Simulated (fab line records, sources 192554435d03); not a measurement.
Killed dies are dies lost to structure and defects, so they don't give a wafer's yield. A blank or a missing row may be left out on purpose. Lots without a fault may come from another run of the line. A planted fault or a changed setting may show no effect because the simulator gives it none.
fab line records | flow n5_finfet | part 1 of 2: steps 1 to 25 of 33
record lots=5 wafers=15 last_day=19
route steps=1938 shown BEOL_M9@1463 BEOL_M10@1470
lots that met no fault: from a run of the same line without faults
start_h: hours from the record's first day to the start of the lot's first wafer shown | wait_h: hours since the lot's step before | " the same as in the row above | L1.1+2: a row that stands for several wafers | - no value, or no start given | * or withheld: withheld | < > ~ a bound
route shown NAME@n: a module of which the file shows steps, and the number in the route of the first | usual: mean/standard deviation of fault-free wafers | same: alike in all rows | chamber/n: place in a boat | sites: the reading at each site | _std_site: their standard deviation | _edge_site: outer sites' mean less inner sites' | radius_mm: how far each site lies from the wafer's centre | mask NAME#n: copy n | behind: the tool/chamber that last shaped the wafer | hold: why the lot was held/for how many hours/how that ended | device: the transistor (n, p or np) that didn't switch | end of line: the same wafers' tests at the end of the route | a step without rows: its recipe alone | killed: dies lost to structure and defects at the first sort, not the wafer's yield | map: a wafer's dies, x killed, . not, _ none there
set.NAME: the setting as run; set.NAME@STEP: as run at that earlier step | model.NAME: the simulator's own value behind a step, which no gauge read
lots at some steps of the route; a table a step, a row a wafer
services: from which hour (start_h, from the record's first day; less than 0 if before it) a tool's chamber was out of use, for how many hours, and why
## steps
# step N5_BEOL_M9_ANNEAL_51
# recipe temp_c=225 time_s=90 ambient=N2
# usual anneal_temp_c_max=226.1/0.33 wafer_temp_C_max=226.0/0.37
# columns lot.wafer tool chamber start_h wait_h anneal_temp_c_max wafer_temp_C_max
L078.1 rtp_anneal-02 0 278.53 0.1 226.0 225.8
L078.4 " 0 " " 226.4 226.5
L078.5 " 0 " " 226.4 226.1
L090.1 rtp_anneal-01 0 343.76 0.1 226.1 225.4
L090.4 " 0 " " 226.0 225.9
L090.5 " 0 " " 226.2 225.7
L093.1 rtp_anneal-01 0 359.80 0.1 225.9 225.5
L093.3 " 0 " " 226.1 225.6
L093.5 " 0 " " 226.0 225.7
L092.2 rtp_anneal-01 0 360.11 0.3 225.5 226.5
L092.4 " 0 " " 225.7 225.9
L092.5 " 0 " " 226.0 225.7
L096.1 rtp_anneal-01 0 386.42 0.3 225.6 225.5
L096.3 " 0 " " 225.7 226.7
L096.4 " 0 " " 226.4 225.8
# step N5_BEOL_M9_CMP_52
# recipe stop_on=SiCOH_lowk t_overpolish_s=7 down_force_psi=1 platen_rpm=50 clearing_platen_down_force_psi=1.5 clearing_platen_rpm=50 post_cmp_clean=cu_alkaline target_thk_nm=140 clearing_platen_pad_velocity_m_s=0.99484 pad_velocity_m_s=0.99484
# usual barrier_field_endpoint_s=29.1/0.93 motor_current_A=6.2/0.78 overpolish_run_s=7.000/0.0092 time_to_endpoint_s=67/4.7
# columns lot.wafer tool chamber start_h wait_h barrier_field_endpoint_s motor_current_A overpolish_run_s time_to_endpoint_s
L078.4 cmp-02 2 278.91 0.2 28.7 7.7 6.996 67
L078.1 " 3 " " 27.8 6.1 6.989 60
L078.5 " 1 " " 30.1 5.2 7.004 76
L090.1 cmp-02 2 344.11 0.3 29.8 7.8 7.000 66
L090.4 " 3 " " 28.5 6.1 6.982 62
L090.5 " 1 " " 30.7 5.3 6.991 75
L093.1 cmp-01 1 360.17 0.3 28.6 6.1 7.000 70
L093.3 " 2 " " 30.6 7.1 7.017 74
L093.5 " 0 " " 28.9 6.3 6.999 67
L092.2 cmp-03 2 360.44 0.3 29.1 5.7 7.006 68
L092.4 " 3 " " 28.3 6.1 6.983 65
L092.5 " 0 " " 29.8 4.7 6.991 70
L096.4 cmp-02 0 386.73 0.1 29.6 6.3 7.001 63
L096.3 " 2 " " 30.3 7.7 7.006 66
L096.1 " 3 " " 28.0 6.0 7.006 59
# step N5_BEOL_M9_THK_MEAS_53
# recipe thk_meas_gauge=xrf reads=Cu_of_BEOL_M9_ECD_50
# usual M9_THK=138/4
# columns lot.wafer tool chamber start_h wait_h M9_THK[nm]
L078.1 film_metro-01 - 279.13 - 133
L078.4 " - " " 135
L078.5 " - " " 135
L090.1 film_metro-02 - 344.36 - 139
L090.4 " - " " 136
L090.5 " - " " 139
L093.1 film_metro-02 - 360.39 - 136
L093.3 " - " " 140
L093.5 " - " " 139
L092.2 film_metro-02 - 360.66 - 138
L092.4 " - " " 136
L092.5 " - " " 142
L096.1 film_metro-01 - 387.03 - 136
L096.3 " - " " 130
L096.4 " - " " 135
# step N5_BEOL_M9_PRE_CLEAN_55
# recipe gas=NH3 time_s=15 temp_c=withheld rf_power_w=300
# columns lot.wafer tool chamber start_h wait_h
L078.1+4+5 pecvd-02 1,1,2 279.16 0.0
L090.1+4+5 pecvd-02 2,2,0 344.40 0.0
L093.1+3+5 pecvd-03 0,1,2 360.43 0.0
L092.2+4+5 pecvd-03 1,1,2 360.70 0.0
L096.1+3+4 pecvd-02 0,2,2 387.07 0.0
# step N5_BEOL_M9_DEP_56
# recipe material=SiCN target_thk_a=150 temp_c=withheld precursor=3MS/NH3 pressure_torr=3 rf_w=202 time_s=26.5
# usual showerhead_plenum_p_Torr=3.658/0.011 throttle_valve_pct=9.1/0.44
# columns lot.wafer tool chamber start_h wait_h showerhead_plenum_p_Torr throttle_valve_pct
L078.1 pecvd-02 1 279.19 0.0 3.668 8.9
L078.4 " 1 " " 3.675 8.8
L078.5 " 2 " " 3.653 9.0
L090.1 pecvd-02 2 344.43 0.0 3.649 8.8
L090.4 " 2 " " 3.661 8.7
L090.5 " 0 " " 3.647 8.9
L093.1 pecvd-03 0 360.45 0.0 3.660 9.8
L093.3 " 1 " " 3.646 9.3
L093.5 " 2 " " 3.666 8.5
L092.2 pecvd-03 1 360.72 0.0 3.647 9.9
L092.4 " 1 " " 3.643 9.5
L092.5 " 2 " " 3.671 8.7
L096.1 pecvd-02 0 387.09 0.0 3.641 9.1
L096.3 " 2 " " 3.656 8.6
L096.4 " 2 " " 3.656 9.1
# step N5_BEOL_M9_RS_MEAS_57
# recipe thk_meas_gauge=four-point-probe reads=Cu_of_BEOL_M9_ECD_50+Co_of_BEOL_M9_CVD_78+TaN_of_BEOL_M9_ALD_74
# usual M9_RS=0.149/0.0048
# columns lot.wafer tool chamber start_h wait_h M9_RS[ohm/sq]
L078.1 film_metro-02 - 279.27 0.1 0.156
L078.4 " - " " 0.153
L078.5 " - " " 0.152
L090.1 film_metro-02 - 344.50 0.1 0.146
L090.4 " - " " 0.149
L090.5 " - " " 0.147
L093.1 film_metro-02 - 360.53 0.1 0.150
L093.3 " - " " 0.145
L093.5 " - " " 0.147
L092.2 film_metro-02 - 360.80 0.1 0.148
L092.4 " - " " 0.150
L092.5 " - " " 0.144
L096.1 film_metro-02 - 387.16 0.1 0.151
L096.3 " - " " 0.159
L096.4 " - " " 0.151
# step N5_BEOL_M9_INSPECT_58
# recipe inspect_instrument=darkfield mode=post_dep
# usual raw_defect_count=72/21
# columns lot.wafer tool chamber start_h wait_h raw_defect_count
L078.1 defect_inspect-02 - 279.30 0.0 78
L078.4 " - " " 84
L078.5 " - " " 121
L090.1 defect_inspect-02 - 344.53 0.0 26
L090.4 " - " " 78
L090.5 " - " " 38
L093.1 defect_inspect-01 - 360.55 0.0 49
L093.3 " - " " 44
L093.5 " - " " 41
L092.2 defect_inspect-01 - 360.82 0.0 76
L092.4 " - " " 54
L092.5 " - " " 68
L096.1 defect_inspect-02 - 387.19 0.0 106
L096.3 " - " " 56
L096.4 " - " " 97
# step N5_BEOL_M10_ILD_DEP_00
# recipe material=SiCOH_lowk target_thk_a=3085.1 temp_c=300 precursor=DEMS/porogen pressure_torr=5 rf_w=500 time_s=58
# usual heater_power_w=340/37 showerhead_plenum_p_Torr=5.735/0.016 throttle_valve_pct=14.0/0.74
# columns lot.wafer tool chamber start_h wait_h heater_power_w showerhead_plenum_p_Torr throttle_valve_pct
L078.1 pecvd-03 0 279.34 0.0 379 5.730 14.9
L078.4 " 2 " " 355 5.755 12.9
L078.5 " 1 " " 384 5.732 14.7
L090.1 pecvd-01 1 344.56 0.0 296 5.771 13.3
L090.4 " 1 " " 293 5.755 12.9
L090.5 " 0 " " 344 5.730 14.2
L093.1 pecvd-04 1 360.59 0.0 332 5.731 14.7
L093.3 " 2 " " 284 5.751 13.5
L093.5 " 2 " " 308 5.754 13.6
L092.2 pecvd-01 0 360.86 0.0 329 5.733 13.6
L092.4 " 0 " " 339 5.730 14.0
L092.5 " 1 " " 288 5.772 13.5
L096.1 pecvd-03 1 387.23 0.0 393 5.722 14.8
L096.3 " 2 " " 348 5.742 13.2
L096.4 " 2 " " 349 5.722 13.3
# step N5_BEOL_M10_CURE_71
# recipe temp_c=385 time_s=240 ambient=He/Ar material=SiCOH_lowk
# usual lamp_power_pct=52.31/0.054 wafer_temp_C_max=386.7/0.49
# columns lot.wafer tool chamber start_h wait_h lamp_power_pct wafer_temp_C_max
L078.1 uv_cure-03 2 279.42 0.0 52.31 386.5
L078.4 " 2 " " 52.24 386.1
L078.5 " 2 " " 52.35 386.5
L090.1 uv_cure-01 1 344.64 0.0 52.26 386.7
L090.4 " 1 " " 52.28 386.9
L090.5 " 1 " " 52.34 386.9
L093.1 uv_cure-03 1 360.70 0.1 52.34 386.7
L093.3 " 1 " " 52.40 386.5
L093.5 " 1 " " 52.23 386.7
L092.2 uv_cure-02 1 361.02 0.1 52.30 386.7
L092.4 " 1 " " 52.33 386.4
L092.5 " 1 " " 52.36 387.0
L096.1 uv_cure-03 2 387.31 0.0 52.26 385.5
L096.3 " 2 " " 52.38 386.1
L096.4 " 2 " " 52.36 386.1
# step N5_BEOL_M10_THK_MEAS_01
# recipe reads=SiCOH_lowk_of_BEOL_M10_ILD_DEP_00
# usual M10_ILD_THK=265/4.6
# columns lot.wafer tool chamber start_h wait_h M10_ILD_THK[nm]
L078.1 film_metro-01 - 279.93 0.4 258
L078.4 " - " " 260
L078.5 " - " " 268
L090.1 film_metro-01 - 345.15 0.4 264
L090.4 " - " " 263
L090.5 " - " " 269
L093.1 film_metro-02 - 361.21 0.4 256
L093.3 " - " " 262
L093.5 " - " " 259
L092.2 film_metro-01 - 361.45 0.4 260
L092.4 " - " " 266
L092.5 " - " " 269
L096.1 film_metro-01 - 387.82 0.4 267
L096.3 " - " " 263
L096.4 " - " " 268
# step N5_BEOL_M10_PECVD_70
# recipe material=SiO2 target_thk_a=200 temp_c=400 precursor=TEOS/O2 pressure_torr=5.5 rf_w=450 teos_flow_sccm=53.8 gas=O2 flow_sccm=3000 time_s=22.7
# usual heater_power_w=749/71 showerhead_plenum_p_Torr=8.77/0.059 throttle_valve_pct=22.5/1.1
# columns lot.wafer tool chamber start_h wait_h heater_power_w showerhead_plenum_p_Torr throttle_valve_pct
L078.1 pecvd-01 1 279.97 0.0 666 8.86 21.6
L078.4 " 0 " " 695 8.74 22.7
L078.5 " 2 " " 665 8.74 22.7
L090.1 pecvd-01 1 345.19 0.0 651 8.86 21.4
L090.4 " 2 " " 615 8.75 22.9
L090.5 " 0 " " 770 8.75 22.4
L093.1 pecvd-04 1 361.25 0.0 718 8.72 23.5
L093.3 " 2 " " 798 8.86 22.0
L093.5 " 1 " " 733 8.73 23.9
L092.2 pecvd-04 2 361.49 0.0 827 8.84 22.0
L092.4 " 1 " " 687 8.74 23.7
L092.5 " 2 " " 828 8.84 22.2
L096.1 pecvd-04 0 387.85 0.0 795 8.72 21.3
L096.3 " 0 " " 809 8.72 21.2
L096.4 " 2 " " 693 8.84 21.9
# step N5_BEOL_M10_HM_DEP_02
# recipe material=TiN target_thk_a=200 temp_c=25 chamber_pressure_pa=0.49996
# usual throttle_valve_pct=30.0/0.73
# columns lot.wafer tool chamber start_h wait_h throttle_valve_pct
L078.1 pvd_sputter-03 - 280.47 0.5 30.3
L078.4 " - " " 31.3
L078.5 " - " " 29.0
L090.1 pvd_sputter-01 - 347.11 1.9 29.8
L090.4 " - " " 30.5
L090.5 " - " " 30.4
L093.1 pvd_sputter-03 - 362.15 0.9 30.2
L093.3 " - " " 28.7
L093.5 " - " " 30.8
L092.2 pvd_sputter-03 - 362.25 0.7 30.2
L092.4 " - " " 29.0
L092.5 " - " " 28.6
L096.1 pvd_sputter-02 - 389.00 1.1 30.9
L096.3 " - " " 29.2
L096.4 " - " " 29.6
# step N5_BEOL_M10_COAT_59
# recipe resist=SOC temp_c=250 time_s=60 spin_rpm=1500 resist_thk_nm=100
# columns lot.wafer tool chamber start_h wait_h
L078.1+4+5 litho_track-04 0 280.59 0.1
L090.1+4+5 litho_track-01 0 347.23 0.1
L093.1+3+5 litho_track-03 0 362.28 0.1
L092.2+4+5 litho_track-01 0 362.38 0.1
L096.1+3+4 litho_track-04 0 389.13 0.1
# step N5_BEOL_M10_COAT_60
# recipe resist=SiARC temp_c=220 time_s=60 spin_rpm=1500 resist_thk_nm=30
# columns lot.wafer tool chamber start_h wait_h
L078.1+4+5 litho_track-04 0 - -
L090.1+4+5 litho_track-01 0 - -
L093.1+3+5 litho_track-03 0 - -
L092.2+4+5 litho_track-01 0 - -
L096.1+3+4 litho_track-04 0 - -
# step N5_BEOL_M10_COAT_05
# recipe resist=CAR-ArF spin_rpm=1500 resist_thk_nm=90
# columns lot.wafer tool chamber start_h wait_h
L078.1+4+5 litho_track-04 0 - -
L090.1+4+5 litho_track-01 0 - -
L093.1+3+5 litho_track-03 0 - -
L092.2+4+5 litho_track-01 0 - -
L096.1+3+4 litho_track-04 0 - -
# step N5_BEOL_M10_EBR_07
# recipe solvent=PGMEA ebr_width_mm=1.5
# columns lot.wafer tool chamber start_h wait_h
L078.1+4+5 litho_track-04 0 - -
L090.1+4+5 litho_track-01 0 - -
L093.1+3+5 litho_track-03 0 - -
L092.2+4+5 litho_track-01 0 - -
L096.1+3+4 litho_track-04 0 - -
# step N5_BEOL_M10_SOFTBAKE_06
# recipe temp_c=110 time_s=60 resist=CAR-ArF
# columns lot.wafer tool chamber start_h wait_h
L078.1+4+5 litho_track-04 0 - -
L090.1+4+5 litho_track-01 0 - -
L093.1+3+5 litho_track-03 0 - -
L092.2+4+5 litho_track-01 0 - -
L096.1+3+4 litho_track-04 0 - -
# step N5_BEOL_M10_EXPOSE_08
# recipe mask_id=M10 na=1.35 source_shape=dipole sigma_inner=0.411 sigma_outer=0.611 polarization=te dose_mj=53.75
# columns lot.wafer tool chamber start_h wait_h mask
L078.1+4+5 arfi_scanner-01 0 280.71 - M10#0
L090.1+4+5 arfi_scanner-01 0 347.47 - M10#0
L093.1+3+5 arfi_scanner-01 0 362.39 - M10#0
L092.2+4+5 arfi_scanner-03 0 362.63 - M10#0
L096.1+3+4 arfi_scanner-01 0 389.40 - M10#0
# step N5_BEOL_M10_PEB_09
# recipe peb_temp_c=withheld peb_time_s=60 resist=CAR-ArF
# same peb_time_s=60
# columns lot.wafer tool chamber start_h wait_h
L078.1+4+5 litho_track-04 0 280.77 0.1
L090.1+4+5 litho_track-03 0 347.53 0.1
L093.1+3+5 litho_track-03 0 362.45 0.1
L092.2+4+5 litho_track-03 0 362.68 0.0
L096.1+3+4 litho_track-01 0 389.46 0.1
# step N5_BEOL_M10_DEVELOP_10
# recipe develop_time_s=30 developer=TMAH resist=CAR-ArF rinse_liquid=diw dry=air_spin dev_temp_c=23
# columns lot.wafer tool chamber start_h wait_h
L078.1+4+5 litho_track-04 0 - -
L090.1+4+5 litho_track-03 0 - -
L093.1+3+5 litho_track-03 0 - -
L092.2+4+5 litho_track-03 0 - -
L096.1+3+4 litho_track-01 0 - -
# step N5_BEOL_M10_CD_MEAS_11
# recipe target_cd_nm=64.1 landing_energy_ev=500 detector=se_inlens polarity=opening
# usual cd_nm=64.3/0.83
# columns lot.wafer tool chamber start_h wait_h cd_nm
L078.1 cd_sem-02 0 280.84 - 64.0
L078.4 " 0 " " 65.5
L078.5 " 0 " " 63.6
L090.1 cd_sem-02 0 347.60 - 63.8
L090.4 " 0 " " 64.2
L090.5 " 0 " " 65.4
L093.1 cd_sem-02 0 362.52 - 65.4
L093.3 " 0 " " 63.9
L093.5 " 0 " " 64.5
L092.2 cd_sem-03 0 362.75 - 64.4
L092.4 " 0 " " 65.6
L092.5 " 0 " " 64.4
L096.1 cd_sem-01 0 389.53 - 62.8
L096.3 " 0 " " 63.7
L096.4 " 0 " " 64.6
# step N5_BEOL_M10_OVL_MEAS_12
# recipe points_per_wafer=44
# usual M10_OVL=0.3/0.79
# columns lot.wafer tool chamber start_h wait_h M10_OVL[nm]
L078.1 overlay-01 0 280.87 0.0 0.3
L078.4 " 0 " " 0.0
L078.5 " 0 " " 1.0
L090.1 overlay-01 0 347.63 0.0 0.5
L090.4 " 0 " " -0.1
L090.5 " 0 " " 0.6
L093.1 overlay-02 0 362.55 0.0 0.5
L093.3 " 0 " " 1.3
L093.5 " 0 " " -0.4
L092.2 overlay-02 0 362.78 0.0 0.8
L092.4 " 0 " " 0.9
L092.5 " 0 " " 0.5
L096.1 overlay-02 0 389.56 0.0 0.0
L096.3 " 0 " " 2.3
L096.4 " 0 " " 0.5
# step N5_BEOL_M10_INSPECT_13
# recipe mode=adi inspect_instrument=brightfield
# usual raw_defect_count=415/86
# columns lot.wafer tool chamber start_h wait_h raw_defect_count
L078.1 defect_inspect-02 - 280.89 0.0 345
L078.4 " - " " 450
L078.5 " - " " 622
L090.1 defect_inspect-02 - 347.66 0.0 392
L090.4 " - " " 545
L090.5 " - " " 441
L093.1 defect_inspect-02 - 362.57 0.0 364
L093.3 " - " " 310
L093.5 " - " " 426
L092.2 defect_inspect-01 - 362.80 0.0 336
L092.4 " - " " 447
L092.5 " - " " 426
L096.1 defect_inspect-01 - 389.58 0.0 574
L096.3 " - " " 418
L096.4 " - " " 600
# step N5_BEOL_M10_DESCUM_16
# recipe chemistry=O2 time_s=7.9 source_power_w=50 bias_power_w=20 pressure_mtorr=20 rf_frequency_hz=2.712e+07 temp_c=40 resist=CAR-ArF o2_flow_sccm=225
# usual drypump_motor_current_A=5.8/0.41 oes_product_au=0.79/0.077 rf_vpp_V=243.4/1.3 showerhead_plenum_p_Torr=2.12/0.074 throttle_valve_pct=20.50/0.2
# columns lot.wafer tool chamber start_h wait_h drypump_motor_current_A oes_product_au rf_hours_counter_h rf_vpp_V showerhead_plenum_p_Torr throttle_valve_pct
L078.1 rie_diel-02 0 281.08 0.2 6.2 0.83 78 245.8 2.23 20.53
L078.4 " 1 " " 5.4 0.81 82 245.3 2.14 20.31
L078.5 " 2 " " 5.5 0.77 - 244.3 2.18 20.42
L090.1 rie_diel-03 2 347.69 0.0 5.2 0.81 80 243.6 2.10 20.07
L090.4 " 3 " " 5.9 0.84 65 243.2 2.12 20.60
L090.5 " 2 " " 5.1 0.82 - 243.1 2.10 20.06
L093.1 rie_diel-03 1 362.61 0.0 5.5 0.88 45 244.3 2.14 20.48
L093.3 " 0 " " 5.5 0.67 243 243.0 2.07 20.79
L093.5 " 0 " " 5.5 0.67 - 242.3 2.07 20.79
L092.2 rie_diel-02 2 362.83 0.0 5.5 0.75 160 245.4 2.17 20.46
L092.4 " 0 " " 6.2 0.81 112 245.4 2.21 20.58
L092.5 " 1 " " 5.4 0.78 - 242.8 2.12 20.36
L096.1 rie_diel-05 2 389.89 0.3 6.6 0.77 122 241.0 2.04 20.78
L096.3 " 0 " " 5.7 0.96 10 245.4 2.13 20.17
L096.4 " 3 " " 5.4 0.93 20 243.9 2.16 20.41
# step N5_BEOL_M10_ETCH_61
# recipe chemistry=CF4 target=SiARC target_depth_a=390 mask_material=CAR-ArF time_s=65 ion_energy_ev=80 pressure_mtorr=40 source_w=545 bias_w=36 Ar_flow_sccm=100 cf4_flow_sccm=100 ends=cleared
# usual drypump_motor_current_A=5.8/0.41 etch_rf_on_time_s=64.1/2.3 oes_product_au=0.68/0.064 rf_vpp_V=184.3/1.2 showerhead_plenum_p_Torr=2.15/0.064 throttle_valve_pct=15.61/0.18
# columns lot.wafer tool chamber start_h wait_h drypump_motor_current_A etch_rf_on_time_s oes_product_au rf_hours_counter_h rf_vpp_V showerhead_plenum_p_Torr throttle_valve_pct
L078.1 rie_diel-02 0 281.11 0.0 6.3 63.0 0.72 78 184.8 2.22 15.41
L078.4 " 1 " " 5.4 60.9 0.71 82 185.3 2.17 15.38
L078.5 " 2 " " 5.5 62.3 0.67 - 185.2 2.20 15.53
L090.1 rie_diel-03 2 347.72 0.0 5.2 63.5 0.70 80 183.7 2.17 15.45
L090.4 " 3 " " 5.9 67.5 0.69 65 185.1 2.17 15.73
L090.5 " 2 " " 5.2 64.2 0.70 - 183.8 2.17 15.46
L093.1 rie_diel-03 1 362.64 0.0 5.5 67.1 0.73 45 184.0 2.19 15.61
L093.3 " 0 " " 5.5 66.6 0.57 243 183.0 2.11 15.89
L093.5 " 0 " " 5.4 66.3 0.57 - 184.6 2.11 15.89
L092.2 rie_diel-02 2 362.87 0.0 5.5 61.7 0.66 160 184.9 2.20 15.59
L092.4 " 0 " " 6.2 62.6 0.69 112 186.1 2.21 15.49
L092.5 " 1 " " 5.4 60.8 0.69 - 184.3 2.16 15.42
L096.1 rie_diel-05 2 389.92 0.0 6.6 66.1 0.66 122 183.4 2.07 15.81
L096.3 " 0 " " 5.7 61.6 0.84 10 184.1 2.17 15.20
L096.4 " 3 " " 5.4 66.2 0.76 20 185.0 2.21 15.57
